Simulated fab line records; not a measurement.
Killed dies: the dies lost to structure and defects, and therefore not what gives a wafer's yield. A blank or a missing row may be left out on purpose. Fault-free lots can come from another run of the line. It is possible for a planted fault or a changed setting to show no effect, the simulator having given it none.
fab line records | flow nandHarc
record lots=24 wafers=72 lastDay=33
route steps=1302 shown A_CONTACT@1011
lots untouched by any fault: they come from a run of this same line in which no faults occurred
startH: the number of hours between the record's first day and the start of the first shown wafer of the lot | waitH: hours elapsed since this lot's preceding step | " the same as in the row above | L1.1+2: a row that stands for several wafers | - no value, or no start was given | * or withheld: withheld | < > ~ a bound
route shown NAME@n: a module of which the file shows steps, and the number in the route of the first | usual: mean and standard deviation over wafers with no fault | same: alike in all rows | chamber/n: place in a boat | sites: the reading at each site | _std_site: their standard deviation | _edge_site: mean of outer sites minus mean of inner sites | radiusMm: for every site, how far away it sits from the centre of the wafer | mask NAME#n: copy n | behind: the most recent tool/chamber to have shaped the wafer | hold: why the lot was held/for how many hours/how that ended | device: the n, p or np transistor that did not switch | end of line: the route-end tests of the same wafers | for a step that has no rows: nothing shown but its recipe | killed: dies that structure and defects cost at the first sort, which is not the same as the wafer's yield | map: a wafer's dies, marking killed ones x, the rest . and places with no die _
set.NAME: setting as actually run; set.NAME@STEP: the setting as run at that earlier step | model.NAME: the simulator's own value behind a step, which no gauge read
the route's steps for a sample of lots (tables are steps, rows are wafers)
services: a tool's chamber out of use, with start hour (startH, from the record's first day; less than 0 if before it), hours out, and reason
## steps
# step NHARC_A_CONTACT_ETCH_117
# recipe sourceW=withheld pressureMtorr=20 biasV=3000 timeS=190 targetDepthA=18500 arFlowSccm=withheld c4f8FlowSccm=withheld o2FlowSccm=withheld chemistry=C4F8/O2/Ar
# columns lot.wafer tool chamber startH waitH rfHoursCounterH
L075.1 harCapEtch-03 0 496.27 0.1 41
L075.2 " 1 " " 41
L075.5 " 1 " " -
L074.1 harCapEtch-02 0 505.92 0.1 82
L074.4 " 1 " " -
L074.6 " 0 " " -
L077.2 harCapEtch-03 1 511.77 0.1 45
L077.3 " 1 " " -
L077.6 " 0 " " -
L076.2 harCapEtch-02 1 512.34 0.1 85
L076.5 " 0 " " -
L076.6 " 1 " " -
L079.2 harCapEtch-03 1 528.81 0.1 51
L079.1 " 0 " " 51
L079.6 " 0 " " -
L078.1 harCapEtch-02 0 542.74 0.1 90
L078.3 " 1 " " -
L078.6 " 1 " " -
L080.2 harCapEtch-02 1 555.27 0.1 92
L080.4 " 1 " " -
L080.3 " 0 " " -
L081.2 harCapEtch-01 0 560.18 0.1 7
L081.3 " 1 " " -
L081.4 " 0 " " -
L082.3 harCapEtch-01 1 570.17 0.1 -
L082.6 " 1 " " -
L082.5 " 0 " " -
L083.1 harCapEtch-01 1 584.14 0.1 13
L083.2 " 0 " " 13
L083.4 " 0 " " -
L084.1 harCapEtch-03 1 596.09 0.2 63
L084.3 " 0 " " -
L084.5 " 1 " " -
L086.2 harCapEtch-01 1 599.59 0.1 17
L086.1 " 0 " " 17
L086.6 " 1 " " -
L085.2 harCapEtch-01 1 605.90 0.1 19
L085.1 " 0 " " 19
L085.3 " 1 " " -
L088.3 harCapEtch-01 0 625.44 0.1 -
L088.4 " 1 " " -
L088.6 " 0 " " -
L089.2 harCapEtch-03 1 625.55 0.1 71
L089.4 " 1 " " -
L089.3 " 0 " " -
L087.1 harCapEtch-01 1 647.58 0.1 30
L087.2 " 0 " " 30
L087.6 " 0 " " -
L090.2 harCapEtch-02 1 657.59 0.1 99
L090.5 " 1 " " -
L090.6 " 0 " " -
L091.2 harCapEtch-02 1 676.47 0.1 101
L091.4 " 0 " " -
L091.5 " 0 " " -
L092.4 harCapEtch-01 0 688.09 0.1 -
L092.6 " 1 " " -
L092.5 " 0 " " -
L093.2 harCapEtch-02 1 691.31 0.1 104
L093.4 " 1 " " -
L093.6 " 0 " " -
L094.2 harCapEtch-03 0 692.88 0.1 82
L094.4 " 0 " " -
L094.5 " 0 " " -
L095.2 harCapEtch-03 1 699.77 0.2 84
L095.1 " 0 " " 84
L095.5 " 1 " " -
L097.2 harCapEtch-03 0 707.22 0.1 87
L097.1 " 1 " " 87
L097.3 " 0 " " -
L096.3 harCapEtch-01 0 707.79 0.1 -
L096.6 " 0 " " -
L096.5 " 1 " " -
# step NHARC_A_CONTACT_ETCH_123
# recipe sourceW=withheld pressureMtorr=20 biasV=400 timeS=490 targetDepthA=21100 arFlowSccm=withheld c4f8FlowSccm=11.5 o2FlowSccm=7.2 chemistry=C4F8/O2/Ar
# columns lot.wafer tool chamber startH waitH rfHoursCounterH
L075.1 harCapEtch-03 0 497.29 0.1 42
L075.2 " 1 " " 42
L075.5 " 1 " " -
L074.1 harCapEtch-02 0 507.00 0.2 83
L074.4 " 1 " " -
L074.6 " 0 " " -
L077.2 harCapEtch-03 1 512.80 0.1 46
L077.3 " 1 " " -
L077.6 " 0 " " -
L076.2 harCapEtch-02 1 513.42 0.2 86
L076.5 " 0 " " -
L076.6 " 1 " " -
L079.2 harCapEtch-03 1 529.84 0.1 52
L079.1 " 0 " " 52
L079.6 " 0 " " -
L078.1 harCapEtch-02 0 543.82 0.2 91
L078.3 " 1 " " -
L078.6 " 1 " " -
L081.2 harCapEtch-01 0 561.25 0.2 8
L081.3 " 1 " " -
L081.4 " 0 " " -
L082.3 harCapEtch-01 1 571.32 0.3 -
L082.6 " 1 " " -
L082.5 " 0 " " -
L083.1 harCapEtch-01 1 585.17 0.1 14
L083.2 " 0 " " 14
L083.4 " 0 " " -
L084.1 harCapEtch-03 1 597.17 0.1 64
L084.3 " 0 " " -
L084.5 " 1 " " -
L086.2 harCapEtch-01 1 600.61 0.1 18
L086.1 " 0 " " 18
L086.6 " 1 " " -
L085.2 harCapEtch-01 1 606.92 0.1 20
L085.1 " 0 " " 20
L085.3 " 1 " " -
L080.2 harCapEtch-02 1 626.12 0.1 93
L080.4 " 1 " " -
L080.3 " 0 " " -
L089.2 harCapEtch-03 1 626.58 0.1 72
L089.4 " 1 " " -
L089.3 " 0 " " -
L088.3 harCapEtch-01 0 626.58 0.3 -
L088.4 " 1 " " -
L088.6 " 0 " " -
L087.1 harCapEtch-01 1 648.60 0.1 31
L087.2 " 0 " " 31
L087.6 " 0 " " -
L090.2 harCapEtch-02 1 658.60 0.1 100
L090.5 " 1 " " -
L090.6 " 0 " " -
L091.2 harCapEtch-02 1 677.49 0.1 102
L091.4 " 0 " " -
L091.5 " 0 " " -
L092.4 harCapEtch-01 0 689.29 0.3 -
L092.6 " 1 " " -
L092.5 " 0 " " -
L093.2 harCapEtch-02 1 692.33 0.1 105
L093.4 " 1 " " -
L093.6 " 0 " " -
L094.2 harCapEtch-03 0 693.96 0.2 83
L094.4 " 0 " " -
L094.5 " 0 " " -
L095.2 harCapEtch-03 1 701.13 0.2 85
L095.1 " 0 " " 85
L095.5 " 1 " " -
L097.2 harCapEtch-03 0 708.25 0.1 88
L097.1 " 1 " " 88
L097.3 " 0 " " -
L096.3 harCapEtch-01 0 708.92 0.3 -
L096.6 " 0 " " -
L096.5 " 1 " " -
# step NHARC_A_CONTACT_ETCH_96
# recipe targetDepthA=200 overEtchFrac=0.5 timeS=10 ionEnergyEv=250 c4f6FlowSccm=25 o2FlowSccm=20 arFlowSccm=500 rfW=600 biasW=500 chemistry=C4F6/O2
# usual drypumpMotorCurrentA=6.1/0.48 oesProductAu=0.972/0.028 rfVppV=548/3.4 showerheadPlenumPTorr=3.96/0.16 throttleValvePct=26.902/0.0088
# columns lot.wafer tool chamber startH waitH drypumpMotorCurrentA oesProductAu rfHoursCounterH rfVppV showerheadPlenumPTorr throttleValvePct
L075.2 rieDiel-02 2 498.43 0.1 6.5 1.003 16 547 3.90 26.894
L075.1 " 3 " " 6.6 0.983 16 541 3.69 26.914
L075.5 " 2 " " 6.4 0.991 - 547 3.90 26.897
L074.1 rieDiel-13 0 - - 6.0 0.957 59 551 4.03 26.893
L074.4 " 2 " " 5.4 0.948 51 550 4.03 26.897
L074.6 " 0 " " 6.0 0.954 - 550 4.03 26.903
L077.2 rieDiel-02 3 514.00 0.2 6.6 0.938 20 543 3.69 26.908
L077.3 " 2 " " 6.4 0.957 - 547 3.90 26.907
L077.6 " 2 " " 6.4 0.959 - 546 3.90 26.896
L076.2 rieDiel-13 1 - - 6.5 0.962 50 547 4.03 26.895
L076.5 " 1 " " 6.5 0.949 - 551 4.03 26.889
L076.6 " 2 " " 5.4 0.962 - 550 4.03 26.906
L079.2 rieDiel-02 1 - - 6.6 0.984 16 545 3.88 26.915
L079.1 " 3 " " 6.6 0.977 22 541 3.69 26.908
L079.6 " 0 " " 6.2 0.974 - 550 4.11 26.907
L078.3 rieDiel-13 1 - - 6.5 1.010 4 550 4.02 26.903
L078.1 " 2 " " 5.4 0.991 4 550 4.03 26.909
L078.6 " 3 " " 5.9 0.990 - 553 4.19 26.908
L081.4 rieDiel-09 0 - - 5.7 0.982 19 551 4.15 26.886
L081.3 " 1 " " 6.1 1.006 20 546 3.86 26.898
L081.2 " 2 " " 5.1 0.990 17 554 4.22 26.897
L082.3 rieDiel-13 1 - - 6.4 1.003 15 549 4.02 26.902
L082.6 " 3 " " 5.9 1.000 - 552 4.18 26.909
L082.5 " 0 " " 6.0 1.022 - 550 4.03 26.900
L083.1 rieDiel-02 1 - - 6.6 0.992 0 547 3.88 26.885
L083.2 " 2 " " 6.4 0.990 0 547 3.90 26.901
L083.4 " 3 " " 6.6 0.999 0 541 3.68 26.909
L084.1 rieDiel-02 1 - - 6.6 0.989 2 546 3.87 26.915
L084.3 " 2 " " 6.5 0.986 2 546 3.90 26.899
L084.5 " 0 " " 6.2 0.980 - 551 4.11 26.904
L086.1 rieDiel-09 2 601.76 0.1 5.0 0.973 31 553 4.21 26.912
L086.2 " 0 " " 5.7 0.961 38 551 4.14 26.884
L086.6 " 2 " " 5.1 0.970 - 553 4.21 26.892
L085.2 rieDiel-09 2 - - 5.0 0.940 33 552 4.21 26.907
L085.3 " 3 " " 5.2 0.941 32 546 3.83 26.899
L085.1 " 0 " " 5.7 0.919 40 551 4.14 26.915
L080.2 rieDiel-02 3 - - 6.6 0.994 4 542 3.68 26.894
L080.4 " 0 " " 6.2 0.975 7 551 4.10 26.909
L080.3 " 2 " " 6.4 1.006 7 547 3.89 26.897
L088.3 rieDiel-02 2 - - 6.4 1.002 7 547 3.89 26.895
L088.4 " 3 " " 6.6 0.988 4 542 3.68 26.910
L088.6 " 2 " " 6.5 0.995 - 547 3.89 26.901
L089.3 rieDiel-09 1 - - 6.1 0.975 43 545 3.85 26.887
L089.2 " 2 " " 5.1 0.983 38 554 4.20 26.901
L089.4 " 3 " " 5.2 0.977 36 544 3.82 26.899
L087.2 rieDiel-02 2 - - 6.4 1.005 11 547 3.89 26.897
L087.1 " 0 " " 6.2 1.005 11 550 4.10 26.891
L087.6 " 2 " " 6.5 1.007 - 545 3.89 26.900
L090.2 rieDiel-13 0 - - 6.0 0.956 34 550 4.01 26.891
L090.6 " 1 " " 6.5 0.949 - 549 4.00 26.920
L090.5 " 2 " " 5.4 0.929 - 548 4.00 26.904
L091.2 rieDiel-02 1 - - 6.6 0.933 16 546 3.87 26.899
L091.4 " 2 " " 6.4 0.949 15 546 3.89 26.886
L091.5 " 1 " " 6.6 0.937 - 545 3.87 26.905
L092.4 rieDiel-02 1 - - 6.6 0.930 18 545 3.87 26.898
L092.6 " 2 " " 6.4 0.931 - 545 3.89 26.894
L092.5 " 3 " " 6.6 0.939 - 542 3.67 26.912
L093.4 rieDiel-02 2 - - 6.4 1.002 17 545 3.89 26.899
L093.2 " 0 " " 6.2 0.987 16 550 4.10 26.911
L093.6 " 1 " " 6.6 0.990 - 546 3.86 26.912
L094.2 rieDiel-13 0 - - 6.0 0.959 49 548 4.00 26.914
L094.4 " 3 " " 5.9 0.943 53 549 4.16 26.912
L094.5 " 1 " " 6.5 0.922 - 550 3.99 26.899
L095.1 rieDiel-09 2 - - 5.0 0.941 7 553 4.19 26.902
L095.2 " 0 " " 5.7 0.938 8 551 4.12 26.903
L095.5 " 3 " " 5.2 0.951 - 544 3.81 26.905
L097.1 rieDiel-13 3 - - 5.9 0.999 0 552 4.16 26.903
L097.2 " 0 " " 6.0 1.007 0 549 4.00 26.924
L097.3 " 2 " " 5.4 1.007 0 549 3.99 26.913
L096.3 rieDiel-02 0 - - 6.2 0.921 20 550 4.09 26.906
L096.6 " 1 " " 6.6 0.933 - 546 3.86 26.891
L096.5 " 2 " " 6.5 0.963 - 547 3.88 26.896
# step NHARC_A_CONTACT_ETCH_127
# recipe sourceW=withheld pressureMtorr=20 biasV=3000 timeS=197 targetDepthA=19180 arFlowSccm=withheld c4f8FlowSccm=withheld o2FlowSccm=withheld chemistry=C4F8/O2/Ar
# columns lot.wafer tool chamber startH waitH rfHoursCounterH
L075.2 harCapEtch-03 0 505.80 0.1 43
L075.1 " 1 " " 43
L075.5 " 0 " " -
L074.1 harCapEtch-01 1 515.95 0.1 0
L074.4 " 1 " " -
L074.6 " 1 " " -
L076.2 harCapEtch-02 0 522.58 0.1 87
L076.5 " 0 " " -
L076.6 " 1 " " -
L077.2 harCapEtch-03 0 522.61 0.1 49
L077.3 " 1 " " -
L077.6 " 1 " " -
L079.2 harCapEtch-03 1 538.28 0.1 53
L079.1 " 0 " " 53
L079.6 " 1 " " -
L078.1 harCapEtch-03 1 552.20 0.2 54
L078.3 " 0 " " -
L078.6 " 1 " " -
L081.2 harCapEtch-03 0 570.82 0.1 58
L081.4 " 1 " " -
L081.3 " 0 " " -
L082.3 harCapEtch-03 0 579.58 0.1 -
L082.6 " 0 " " -
L082.5 " 1 " " -
L083.1 harCapEtch-01 1 593.72 0.1 14
L083.2 " 0 " " 14
L083.4 " 1 " " -
L084.1 harCapEtch-03 1 607.59 0.1 66
L084.3 " 0 " " -
L084.5 " 1 " " -
L086.1 harCapEtch-01 1 610.09 0.1 21
L086.2 " 0 " " 21
L086.6 " 1 " " -
L085.1 harCapEtch-03 1 616.08 0.1 68
L085.2 " 0 " " 68
L085.3 " 0 " " -
L080.2 harCapEtch-01 0 635.03 0.1 26
L080.3 " 1 " " -
L080.4 " 0 " " -
L088.4 harCapEtch-03 1 636.40 0.1 -
L088.3 " 0 " " -
L088.6 " 1 " " -
L089.2 harCapEtch-02 1 637.48 0.1 96
L089.4 " 0 " " -
L089.3 " 1 " " -
L087.2 harCapEtch-03 0 656.89 0.1 76
L087.1 " 1 " " 76
L087.6 " 1 " " -
L090.2 harCapEtch-03 1 666.95 0.1 78
L090.5 " 0 " " -
L090.6 " 1 " " -
L091.2 harCapEtch-03 0 686.01 0.1 80
L091.4 " 0 " " -
L091.5 " 1 " " -
L092.4 harCapEtch-02 0 697.41 0.1 -
L092.5 " 1 " " -
L092.6 " 0 " " -
L093.2 harCapEtch-01 0 701.92 0.2 38
L093.4 " 0 " " -
L093.6 " 1 " " -
L094.2 harCapEtch-02 1 702.60 0.1 107
L094.4 " 0 " " -
L094.5 " 0 " " -
L095.2 harCapEtch-02 1 711.62 0.1 110
L095.1 " 0 " " 110
L095.5 " 0 " " -
L097.1 harCapEtch-03 0 717.50 0.1 90
L097.2 " 1 " " 90
L097.3 " 0 " " -
L096.3 harCapEtch-02 1 717.92 0.1 -
L096.6 " 1 " " -
L096.5 " 0 " " -
# step NHARC_A_CONTACT_STRIP_82
# recipe o2FlowSccm=500 arFlowSccm=0 biasW=0 chemistry=O2
# usual drypumpMotorCurrentA=6.1/0.55 oesProductAu=0.992/0.011 rfVppV=57.8/0.88 showerheadPlenumPTorr=3.54/0.16 throttleValvePct=17.036/0.009
# columns lot.wafer tool chamber startH waitH drypumpMotorCurrentA oesProductAu rfHoursCounterH rfVppV showerheadPlenumPTorr throttleValvePct
L075.1 rieDiel-02 0 - - 6.2 0.986 17 57.3 3.70 17.044
L075.2 " 2 " " 6.5 0.996 18 59.5 3.51 17.029
L075.5 " 0 " " 6.2 0.991 - 57.0 3.70 17.039
L074.1 rieDiel-02 3 - - 6.6 0.974 20 56.7 3.31 17.035
L074.4 " 0 " " 6.2 1.003 - 59.4 3.70 17.021
L074.6 " 3 " " 6.6 0.978 - 57.2 3.31 17.024
L077.2 rieDiel-02 2 - - 6.5 1.010 22 58.9 3.51 17.048
L077.3 " 3 " " 6.6 0.981 22 57.0 3.31 17.034
L077.6 " 3 " " 6.6 0.975 - 58.0 3.31 17.036
L076.2 rieDiel-02 0 - - 6.2 0.991 21 57.1 3.70 17.029
L076.6 " 0 " " 6.2 0.996 - 58.0 3.70 17.042
L076.5 " 3 " " 6.6 0.983 - 58.0 3.31 17.035
L079.2 rieDiel-02 1 - - 6.6 0.998 17 57.4 3.49 17.046
L079.1 " 2 " " 6.5 0.995 24 55.9 3.51 17.024
L079.6 " 1 " " 6.6 1.002 - 56.2 3.49 17.044
L078.1 rieDiel-02 2 - - 6.5 0.981 26 57.4 3.51 17.020
L078.3 " 1 " " 6.6 0.999 19 59.2 3.49 17.034
L078.6 " 3 " " 6.6 0.979 - 57.9 3.31 17.054
L081.4 rieDiel-13 0 - - 6.0 1.031 7 57.7 3.62 17.030
L081.3 " 1 " " 6.4 1.004 15 58.3 3.61 17.038
L081.2 " 2 " " 5.4 0.995 15 57.7 3.62 17.032
L082.3 rieDiel-02 3 - - 6.7 0.999 0 56.6 3.31 17.051
L082.5 " 1 " " 6.6 0.990 - 58.0 3.48 17.024
L082.6 " 2 " " 6.5 0.987 - 58.4 3.50 17.043
L083.4 rieDiel-02 3 - - 6.6 0.998 1 57.0 3.31 17.043
L083.2 " 0 " " 6.2 0.985 1 56.6 3.70 17.034
L083.1 " 2 " " 6.4 0.993 2 58.3 3.50 17.027
L084.1 rieDiel-09 0 - - 5.7 0.983 40 58.3 3.72 17.027
L084.3 " 1 " " 6.1 1.011 37 59.0 3.46 17.042
L084.5 " 2 " " 5.1 0.997 - 58.6 3.79 17.027
L086.1 rieDiel-09 0 - - 5.7 0.978 40 58.2 3.72 17.034
L086.2 " 1 " " 6.1 1.015 37 58.5 3.46 17.044
L086.6 " 3 " " 5.2 0.995 - 57.3 3.44 17.025
L085.1 rieDiel-02 0 - - 6.2 0.980 5 58.7 3.69 17.056
L085.3 " 1 " " 6.6 0.992 7 58.8 3.48 17.032
L085.2 " 3 " " 6.6 0.995 3 57.2 3.30 17.027
L080.3 rieDiel-09 3 - - 5.2 0.983 39 57.6 3.44 17.024
L080.4 " 1 " " 6.1 1.009 47 57.3 3.46 17.033
L080.2 " 2 " " 5.1 0.987 41 59.0 3.78 17.033
L088.3 rieDiel-09 2 - - 5.1 1.001 41 58.7 3.78 17.038
L088.4 " 0 " " 5.7 0.990 51 57.8 3.72 17.042
L088.6 " 2 " " 5.1 0.989 - 57.7 3.78 17.026
L089.4 rieDiel-09 3 - - 5.2 0.996 40 58.7 3.44 17.033
L089.2 " 1 " " 6.1 1.006 48 57.0 3.46 17.042
L089.3 " 2 " " 5.1 0.995 41 59.3 3.78 17.041
L087.1 rieDiel-09 2 - - 5.1 0.976 47 58.3 3.78 17.053
L087.2 " 3 " " 5.2 0.996 47 58.6 3.43 17.032
L087.6 " 2 " " 5.0 0.983 - 58.2 3.78 17.041
L090.2 rieDiel-09 1 - - 6.1 1.011 56 57.5 3.45 17.046
L090.6 " 0 " " 5.7 1.001 - 58.2 3.71 17.042
L090.5 " 1 " " 6.1 1.006 - 57.8 3.45 17.034
L091.4 rieDiel-02 0 - - 6.1 0.980 16 56.8 3.69 17.028
L091.2 " 1 " " 6.6 0.984 18 55.3 3.47 17.027
L091.5 " 0 " " 6.2 0.982 - 58.2 3.69 17.020
L092.4 rieDiel-02 2 - - 6.4 1.005 18 58.2 3.49 17.026
L092.5 " 3 " " 6.7 1.002 - 57.9 3.30 17.028
L092.6 " 0 " " 6.2 0.985 - 59.3 3.69 17.022
L093.2 rieDiel-02 1 - - 6.6 0.997 21 58.1 3.47 17.024
L093.4 " 3 " " 6.6 0.997 15 58.5 3.30 17.042
L093.6 " 2 " " 6.5 1.005 - 56.8 3.49 17.047
L094.4 rieDiel-09 1 - - 6.1 0.986 10 57.6 3.44 17.031
L094.2 " 3 " " 5.2 0.988 9 57.3 3.42 17.019
L094.5 " 1 " " 6.1 0.994 - 57.6 3.44 17.031
L095.2 rieDiel-09 3 - - 5.2 1.005 10 57.5 3.42 17.043
L095.1 " 1 " " 6.1 0.994 12 56.0 3.44 17.041
L095.5 " 2 " " 5.1 0.984 - 57.8 3.77 17.040
L097.2 rieDiel-02 2 - - 6.4 1.007 22 58.9 3.49 17.041
L097.3 " 3 " " 6.7 1.007 18 56.3 3.30 17.043
L097.1 " 0 " " 6.2 1.000 22 58.2 3.68 17.030
L096.3 rieDiel-02 2 - - 6.4 0.999 23 55.8 3.49 17.052
L096.5 " 3 " " 6.6 0.993 - 58.2 3.30 17.047
L096.6 " 0 " " 6.2 0.994 - 58.9 3.68 17.035
# step NHARC_A_CONTACT_INSPECT_10
# usual rawDefectCount=75/39
# columns lot.wafer tool chamber startH waitH rawDefectCount
L075.1 defectInspect-02 - 511.58 0.0 62
L075.2 " - " " 64
L075.5 " - " " 79
L074.1 defectInspect-01 - 522.15 0.0 91
L074.4 " - " " 94
L074.6 " - " " 84
L077.2 defectInspect-02 - 528.76 0.0 59
L077.3 " - " " 60
L077.6 " - " " 61
L076.2 defectInspect-02 - 529.13 0.0 60
L076.5 " - " " 54
L076.6 " - " " 56
L079.1 defectInspect-01 - 543.75 0.0 23
L079.2 " - " " 21
L079.6 " - " " 14
L078.1 defectInspect-01 - 561.49 0.0 112
L078.3 " - " " 101
L078.6 " - " " 113
L081.2 defectInspect-02 - 576.45 0.0 183
L081.3 " - " " 173
L081.4 " - " " 166
L082.3 defectInspect-02 - 587.24 0.0 69
L082.5 " - " " 83
L082.6 " - " " 93
L083.1 defectInspect-02 - 599.31 0.0 85
L083.2 " - " " 98
L083.4 " - " " 84
L084.1 defectInspect-01 - 616.42 0.0 41
L084.3 " - " " 36
L084.5 " - " " 51
L086.1 defectInspect-02 - 618.32 0.0 47
L086.2 " - " " 41
L086.6 " - " " 47
L085.1 defectInspect-01 - 624.36 0.0 113
L085.2 " - " " 114
L085.3 " - " " 120
L080.2 defectInspect-01 - 640.48 0.0 79
L080.3 " - " " 86
L080.4 " - " " 99
L088.3 defectInspect-01 - 641.84 0.0 82
L088.4 " - " " 68
L088.6 " - " " 79
L089.2 defectInspect-01 - 643.27 0.0 107
L089.3 " - " " 92
L089.4 " - " " 92
L087.1 defectInspect-01 - 662.50 0.0 84
L087.2 " - " " 94
L087.6 " - " " 91
L090.2 defectInspect-02 - 675.22 0.0 84
L090.5 " - " " 79
L090.6 " - " " 89
L091.2 defectInspect-01 - 693.61 0.0 67
L091.4 " - " " 65
L091.5 " - " " 65
L092.4 defectInspect-02 - 704.76 0.0 27
L092.5 " - " " 32
L092.6 " - " " 23
L093.2 defectInspect-01 - 710.29 0.0 124
L093.4 " - " " 121
L093.6 " - " " 98
L094.2 defectInspect-02 - 712.13 0.0 26
L094.4 " - " " 19
L094.5 " - " " 22
L095.1 defectInspect-01 - 717.17 0.0 16
L095.2 " - " " 15
L095.5 " - " " 25
L097.1 defectInspect-02 - 723.24 0.0 149
L097.2 " - " " 115
L097.3 " - " " 155
L096.3 defectInspect-01 - 723.62 0.0 19
L096.5 " - " " 17
L096.6 " - " " 15
## services
# columns tool chamber startH hours kind
rieDiel-02 0 476.58 - clean
rieDiel-02 1 476.58 - clean
rieDiel-02 2 476.58 - clean
rieDiel-02 3 476.58 - clean
rieDiel-02 1 493.79 33.7 repair
harCapEtch-01 - 497.00 17.0 pm
rieDiel-09 - 497.48 9.0 pm
rieDiel-02 0 501.08 - clean
rieDiel-02 2 501.08 - clean
rieDiel-02 3 501.08 - clean
rieDiel-09 - 507.54 1.2 repair
rieDiel-02 0 513.70 3.2 repair
rieDiel-09 1 514.45 2.4 repair
rieDiel-13 - 520.67 9.0 pm
rieDiel-02 0 525.62 - clean
rieDiel-02 2 525.62 - clean
rieDiel-02 3 525.62 - clean
rieDiel-02 - 571.04 9.0 pm
rieDiel-02 3 603.32 5.1 repair
rieDiel-09 0 651.53 2.5 repair
rieDiel-09 0 658.66 1.4 repair
rieDiel-09 - 674.51 9.0 pm
harCapEtch-01 - 691.24 1.0 repair
rieDiel-13 - 699.67 9.0 pm
## key
fault none
